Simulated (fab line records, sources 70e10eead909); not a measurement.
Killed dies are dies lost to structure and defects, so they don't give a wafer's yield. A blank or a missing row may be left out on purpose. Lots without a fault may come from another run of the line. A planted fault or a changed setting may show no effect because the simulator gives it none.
fab line records | flow nand_harc
record lots=14 wafers=42 last_day=34
route steps=1302 shown A_BONDPAD@1229 THIN_TSV@1267 END@1302
lots that met no fault: from a run of the same line without faults
start_h: hours from the record's first day to the start of the lot's first wafer shown | wait_h: hours since the lot's step before | " the same as in the row above | L1.1+2: a row that stands for several wafers | - no value, or no start given | * or withheld: withheld | < > ~ a bound
route shown NAME@n: a module of which the file shows steps, and the number in the route of the first | usual: mean/standard deviation of fault-free wafers | same: alike in all rows | chamber/n: place in a boat | sites: the reading at each site | _std_site: their standard deviation | _edge_site: outer sites' mean less inner sites' | radius_mm: how far each site lies from the wafer's centre | mask NAME#n: copy n | behind: the tool/chamber that last shaped the wafer | hold: why the lot was held/for how many hours/how that ended | device: the transistor (n, p or np) that didn't switch | end of line: the same wafers' tests at the end of the route | a step without rows: its recipe alone | killed: dies lost to structure and defects at the first sort, not the wafer's yield | map: a wafer's dies, x killed, . not, _ none there
set.NAME: the setting as run; set.NAME@STEP: as run at that earlier step | model.NAME: the simulator's own value behind a step, which no gauge read
steps of the route over a sample of lots; a table a step, a row a wafer
services: from which hour (start_h, from the record's first day; less than 0 if before it) a tool's chamber was out of use, for how many hours, and why
## steps
# step NHARC_A_BONDPAD_ECD_18
# recipe target_thk_a=4000 bath_temp_c=25 material=Cu
# columns lot.wafer tool chamber start_h wait_h
L450.2+3+6 ecd_cu-01 1,0,0 554.76 -
L451.3+5+6 ecd_cu-01 1,1,0 557.23 -
L453.4+5+6 ecd_cu-02 0,0,1 559.94 -
L452.2+3+4 ecd_cu-02 0,1,0 561.88 -
L458.2+1+5 ecd_cu-02 0,1,0 624.19 -
L462.3+4+6 ecd_cu-02 0,1,1 651.24 -
L466.2+3+5 ecd_cu-01 1 698.30 -
L464.4+3+6 ecd_cu-01 1,0,1 700.15 -
L469.4+5+6 ecd_cu-01 1,1,0 721.43 -
L468.4+5+6 ecd_cu-02 1,1,0 732.18 -
L473.1+2+5 ecd_cu-01 0,1,1 767.58 -
L471.2+5+6 ecd_cu-01 1,0,1 769.13 -
L470.1+2+4 ecd_cu-01 0,1,1 772.40 -
L472.2+3+5 ecd_cu-01 0,1,1 775.80 -
# step NHARC_THIN_TSV_DEP_47
# recipe target_thk_a=2000 temp_c=withheld pressure_torr=6.5 rf_w=900 teos_flow_sccm=161.4 flow_sccm=2650 target_thk_nm=200 gas=O2 material=SiO2
# usual throttle_valve_pct=15.9/0.5
# columns lot.wafer tool chamber start_h wait_h throttle_valve_pct
L450.2 pecvd-02 1 580.18 - 16.1
L450.3 " 0 " " 15.6
L450.6 " 1 " " 15.8
L451.3 pecvd-04 2 581.45 - 15.9
L451.5 " 2 " " 16.2
L451.6 " 0 " " 15.4
L453.4 pecvd-01 2 582.71 - 15.7
L453.6 " 0 " " 16.7
L453.5 " 1 " " 15.3
L452.2 pecvd-04 2 590.22 - 16.2
L452.3 " 0 " " 15.3
L452.4 " 1 " " 15.8
L458.2 pecvd-01 0 644.04 - 16.6
L458.5 " 2 " " 15.6
L462.3 pecvd-02 2 672.58 - 16.7
L462.4 " 2 " " 16.8
L464.3 pecvd-04 1 716.16 - 15.6
L464.4 " 0 " " 15.1
L464.6 " 1 " " 15.6
L466.2 pecvd-04 2 717.31 - 16.1
L466.3 " 0 " " 14.8
L466.5 " 0 " " 14.8
L469.5 pecvd-04 2 738.43 - 16.2
L469.4 " 0 " " 14.9
L469.6 " 1 " " 15.7
L468.4 pecvd-04 1 748.52 - 15.7
L468.5 " 1 " " 15.9
L468.6 " 2 " " 16.0
L473.1 pecvd-01 2 783.18 - 16.0
L473.2 " 1 " " 15.5
L473.5 " 1 " " 15.5
L471.2 pecvd-04 0 784.56 - 15.3
L471.6 " 0 " " 15.1
L471.5 " 2 " " 16.4
L470.2 pecvd-04 0 788.04 - 14.9
L470.1 " 1 " " 15.5
L470.4 " 1 " " 15.9
L472.2 pecvd-02 1 788.93 - 16.0
L472.3 " 2 " " 16.2
L472.5 " 1 " " 15.9
# step NHARC_THIN_TSV_STRIP_62
# recipe power_w=1500 temp_c=250 time_s=20 chemistry=N2/H2
# usual drypump_motor_current_A=5.8/0.33 heater_power_w=331/42 temp_c=249.99/0.18
# columns lot.wafer tool chamber start_h wait_h drypump_motor_current_A heater_power_w rf_hours_counter_h temp_c
L450.2 plasma_asher-01 1 580.96 - 5.8 315 8 250.03
L450.3 " 0 " " 5.4 292 - 249.63
L450.6 " 0 " " 5.3 292 - 249.68
L451.3 plasma_asher-01 1 582.21 - 5.8 315 - 249.76
L451.6 " 1 " " 5.8 319 - 249.68
L451.5 " 0 " " 5.4 286 - 250.10
L453.4 plasma_asher-02 1 583.40 - 5.9 353 - 250.27
L453.5 " 0 " " 6.4 408 - 249.72
L453.6 " 1 " " 5.9 352 - 250.09
L452.2 plasma_asher-01 1 590.96 - 5.8 318 10 250.25
L452.4 " 0 " " 5.4 299 - 250.07
L452.3 " 1 " " 5.8 313 - 250.06
L458.2 plasma_asher-01 1 644.75 - 5.8 323 21 249.76
L458.5 " 0 " " 5.4 289 - 250.11
L462.3 plasma_asher-01 0 673.40 - 5.4 298 - 250.10
L462.4 " 1 " " 5.8 315 - 249.85
L464.4 plasma_asher-02 1 716.87 - 5.9 373 - 249.87
L464.3 " 0 " " 6.3 400 - 250.00
L464.6 " 0 " " 6.3 410 - 250.13
L466.2 plasma_asher-02 0 718.16 - 6.3 404 22 249.81
L466.3 " 0 " " 6.3 411 - 249.96
L466.5 " 1 " " 5.9 360 - 250.16
L469.4 plasma_asher-01 1 739.12 - 5.8 317 - 250.16
L469.6 " 0 " " 5.4 286 - 250.07
L469.5 " 1 " " 5.8 319 - 250.02
L468.4 plasma_asher-01 0 749.33 - 5.4 290 - 250.27
L468.5 " 0 " " 5.4 285 - 250.13
L468.6 " 1 " " 5.8 326 - 250.47
L473.1 plasma_asher-01 0 784.04 - 5.4 290 17 249.69
L473.2 " 1 " " 5.8 319 17 249.94
L473.5 " 1 " " 5.8 319 - 250.14
L471.2 plasma_asher-01 0 785.33 - 5.4 289 18 249.74
L471.6 " 1 " " 5.8 319 - 250.01
L471.5 " 0 " " 5.4 288 - 250.01
L470.2 plasma_asher-01 0 788.85 - 5.4 288 20 249.96
L470.1 " 1 " " 5.8 335 20 249.85
L470.4 " 0 " " 5.4 294 - 250.08
L472.2 plasma_asher-01 0 789.64 - 5.3 275 20 250.26
L472.3 " 0 " " 5.4 288 - 250.12
L472.5 " 1 " " 5.8 326 - 250.03
# step NHARC_THIN_TSV_CMP_21
# recipe t_overpolish_s=30 target_thk_nm=2000
# usual motor_current_A=12.1/1.4 overpolish_run_s=30.000/0.0095 retaining_ring_pressure_frac=1.000/0.0046
# columns lot.wafer tool chamber start_h wait_h motor_current_A overpolish_run_s retaining_ring_pressure_frac
L450.3 cmp-04 1 582.66 - 11.6 30.002 0.995
L450.2 " 2 " " 11.2 29.999 0.994
L450.6 " 0 " " 13.7 30.003 1.002
L451.3 cmp-04 1 583.96 - 11.7 30.017 1.002
L451.5 " 2 " " 11.3 30.000 0.996
L451.6 " 3 " " 12.0 29.995 1.002
L453.4 cmp-04 1 585.12 - 11.4 30.007 1.006
L453.6 " 2 " " 11.7 29.984 0.995
L453.5 " 3 " " 12.6 29.984 1.001
L452.3 cmp-01 1 592.81 - 10.0 30.006 0.994
L452.2 " 2 " " 8.2 30.016 0.997
L452.4 " 0 " " 11.7 30.005 1.002
L458.2 cmp-03 0 646.45 - 13.2 30.013 1.003
L458.5 " 0 " " 12.9 30.003 0.999
L462.3 cmp-04 3 675.08 - 12.5 30.002 1.004
L462.4 " 1 " " 12.3 30.003 1.002
L464.4 cmp-03 2 718.57 - 13.1 29.993 1.000
L464.3 " 0 " " 12.6 30.013 0.994
L464.6 " 1 " " 11.2 29.985 1.004
L466.2 cmp-03 0 719.85 - 12.9 29.989 1.000
L466.3 " 2 " " 14.0 29.977 1.001
L466.5 " 3 " " 13.8 29.991 0.997
L469.4 cmp-04 1 740.74 - 12.2 30.005 0.995
L469.6 " 1 " " 11.3 29.991 1.010
L469.5 " 2 " " 11.8 29.996 0.992
L468.4 cmp-03 2 751.36 - 13.7 29.994 1.001
L468.5 " 2 " " 13.4 29.997 0.996
L468.6 " 3 " " 14.4 30.009 0.997
L473.1 cmp-01 2 785.81 - 8.8 30.001 1.004
L473.2 " 3 " " 12.4 30.003 0.996
L473.5 " 0 " " 11.2 29.988 1.003
L471.2 cmp-03 0 787.09 - 13.1 30.002 1.002
L471.5 " 1 " " 11.0 29.998 0.995
L471.6 " 2 " " 13.2 30.008 1.004
L470.4 cmp-03 2 790.55 - 14.2 30.004 0.996
L470.2 " 3 " " 14.0 30.001 1.005
L470.1 " 0 " " 13.6 29.992 1.006
L472.2 cmp-03 0 791.34 - 13.0 29.991 0.999
L472.3 " 3 " " 13.3 29.999 0.994
L472.5 " 0 " " 12.7 29.997 1.005
# step NHARC_END_SORT_01
# recipe temp_c=25
# usual defect_limited_yield=90.7/3 killed_at_array=58/20 killed_at_other=0.9/1.4 killed_at_periphery=4/3.1 killed_dies=63/20 killed_open=3.3/1.8 killed_short=2.4/1.5
# same gross_dies=677
# columns lot.wafer tool chamber start_h wait_h defect_limited_yield[%] killed_at_array killed_at_other killed_at_periphery killed_dies killed_open killed_short
L458.1 prober-02 0 657.02 2.5 0 674 3 0 677 2 4
L458.2 prober-02 0 657.82 2.8 95.3 28 3 1 32 4 2
L458.5 prober-02 0 660.21 3.7 94.8 32 1 2 35 3 3
L462.3 prober-02 0 689.32 3.1 91.7 51 1 4 56 5 3
L462.4 prober-02 0 690.11 3.4 89.2 69 1 3 73 4 4
L462.6 prober-02 0 691.71 4.0 0 669 1 7 677 6 4
L466.2 prober-01 0 739.08 2.8 93.9 39 0 2 41 3 2
L466.3 prober-01 0 739.86 3.1 93.1 42 0 5 47 5 0
L466.5 prober-01 0 741.43 3.6 90.7 58 0 5 63 3 1
# killed by level:class
L458.1 A_BONDPAD:area_ecd=641 A_CHANNEL_HOLE_D2:chamber_film_flake=9 A_CHANNEL_HOLE_D1:chamber_film_flake=4 A_CONTACT:chamber_film_flake=4 THIN_TSV:chamber_film_flake=3 A_CHANNEL_FILL_D1:chamber_film_flake=2 A_STAIRCASE:chamber_film_flake=2 A_WL_FILL:chamber_film_flake=2
L458.2 A_CHANNEL_HOLE_D2:chamber_film_flake=12 A_CHANNEL_HOLE_D1:chamber_film_flake=4 A_CHANNEL_FILL_D1:chamber_film_flake=3 THIN_TSV:chamber_film_flake=2 A_CHANNEL_HOLE_D1:geometric_particle:short=1 A_CHANNEL_FILL_D1:geometric_particle:open=1 A_ONON_D2:geometric_particle:open=1 A_ONON_D2:geometric_particle:short=1
L458.5 A_CHANNEL_HOLE_D2:chamber_film_flake=10 A_CHANNEL_HOLE_D1:chamber_film_flake=6 A_CHANNEL_FILL_D2:chamber_film_flake=4 A_WL_FILL:chamber_film_flake=3 A_DECK1_JOINT:geometric_particle:short=2 A_STAIRCASE:chamber_film_flake=2 P_CONTACT:geometric_particle:short=1 A_CHANNEL_FILL_D1:geometric_particle:open=1
L462.3 A_CHANNEL_HOLE_D1:chamber_film_flake=25 A_CHANNEL_HOLE_D2:chamber_film_flake=10 A_SLIT:chamber_film_flake=3 A_CHANNEL_FILL_D2:geometric_particle:open=2 P_BONDPAD:chamber_film_flake=2 A_STAIRCASE:chamber_film_flake=2 A_WL_FILL:chamber_film_flake=2 P_GATE:geometric_particle:short=1
L462.4 A_CHANNEL_HOLE_D1:chamber_film_flake=32 A_CHANNEL_HOLE_D2:chamber_film_flake=19 P_BONDPAD:chamber_film_flake=3 A_STAIRCASE:chamber_film_flake=3 A_SLIT:chamber_film_flake=3 A_ZERO_WELL:chamber_film_flake=2 A_CHANNEL_FILL_D1:geometric_particle:short=1 A_DECK1_JOINT:geometric_particle:short=1
L462.6 A_BONDPAD:area_ecd=597 A_CHANNEL_HOLE_D1:chamber_film_flake=36 A_CHANNEL_HOLE_D2:chamber_film_flake=23 P_BONDPAD:chamber_film_flake=4 A_CHANNEL_FILL_D1:geometric_particle:open=2 P_CONTACT:geometric_particle:open=1 A_ONON_D1:geometric_particle:short=1 A_CHANNEL_HOLE_D1:geometric_particle:short=1
L466.2 A_CHANNEL_HOLE_D1:chamber_film_flake=27 A_STAIRCASE:chamber_film_flake=3 A_WL_FILL:chamber_film_flake=2 A_SLIT:chamber_film_flake=2 P_CONTACT:geometric_particle:open=1 A_DECK1_JOINT:geometric_particle:short=1 A_ONON_D2:geometric_particle:short=1 A_CHANNEL_FILL_D2:geometric_particle:open=1
L466.3 A_CHANNEL_HOLE_D1:chamber_film_flake=33 A_SLIT:chamber_film_flake=3 P_M2:chamber_film_flake=2 A_STAIRCASE:chamber_film_flake=2 P_CONTACT:geometric_particle:open=1 P_M1:geometric_particle:open=1 P_M2:geometric_particle:open=1 A_CHANNEL_FILL_D1:geometric_particle:open=1
L466.5 A_CHANNEL_HOLE_D1:chamber_film_flake=40 A_SLIT:chamber_film_flake=5 A_CONTACT:chamber_film_flake=5 A_CONTACT:geometric_particle:open=2 P_M2:chamber_film_flake=2 A_STAIRCASE:chamber_film_flake=2 P_M0:geometric_particle:open=1 A_DECK1_JOINT:geometric_particle:short=1
## services
# columns tool chamber start_h hours kind
cmp-03 - 555.61 4.0 pm
cmp-01 - 577.77 4.0 pm
pecvd-04 - 582.43 0.5 repair
pecvd-02 - 589.66 13.0 pm
ecd_cu-02 - 596.27 8.0 pm
cmp-04 - 601.16 4.0 pm
cmp-01 - 602.49 2.0 repair
plasma_asher-02 - 603.13 9.0 pm
pecvd-02 - 605.25 0.8 repair
cmp-03 - 611.67 2.2 repair
pecvd-04 2 622.94 3.1 repair
pecvd-04 - 631.08 13.0 pm
cmp-03 - 653.61 4.0 pm
pecvd-01 - 673.93 13.0 pm
ecd_cu-01 - 688.15 8.0 pm
plasma_asher-01 - 696.30 9.0 pm
cmp-04 - 699.16 4.0 pm
ecd_cu-02 - 722.87 0.7 repair
pecvd-04 0 746.54 6.8 repair
ecd_cu-01 - 747.22 0.9 repair
cmp-03 - 751.61 4.0 pm
pecvd-02 - 770.66 13.0 pm
ecd_cu-02 - 772.27 8.0 pm
plasma_asher-02 - 780.13 9.0 pm
## key
first_sign step=NHARC_END_SORT_01 reading=killed_at_array direction=up sigmas=31 usual=58 struck=672
effect step=NHARC_END_SORT_01 reading=defect_limited_yield direction=down sigmas=31 usual=90.7 struck=0
more_kills_born_at NHARC_A_BONDPAD_ECD_18@ecd_cu-02=1238
met_at NHARC_A_BONDPAD_ECD_18
struck_lots L458,L462
struck_wafers L458.1,L462.6
later_rows_left_out L458.1,L462.6
not_acting_at NHARC_THIN_TSV_DEP_47,NHARC_THIN_TSV_STRIP_62,NHARC_THIN_TSV_CMP_21
onset_between 561.88 624.19
fault kind=process_parameter_drift tool=ecd_cu-02 chamber=- onset_h=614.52 steps=NHARC_A_BONDPAD_ECD_18 channel=target_thk_a offset=* shape=step end_h=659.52 scope=struck_wafers_only acts_in=* stated=*
# later_rows_left_out: the simulator's readings of these wafers behind a module that went badly wrong aren't trusted and aren't shown, but for the sort
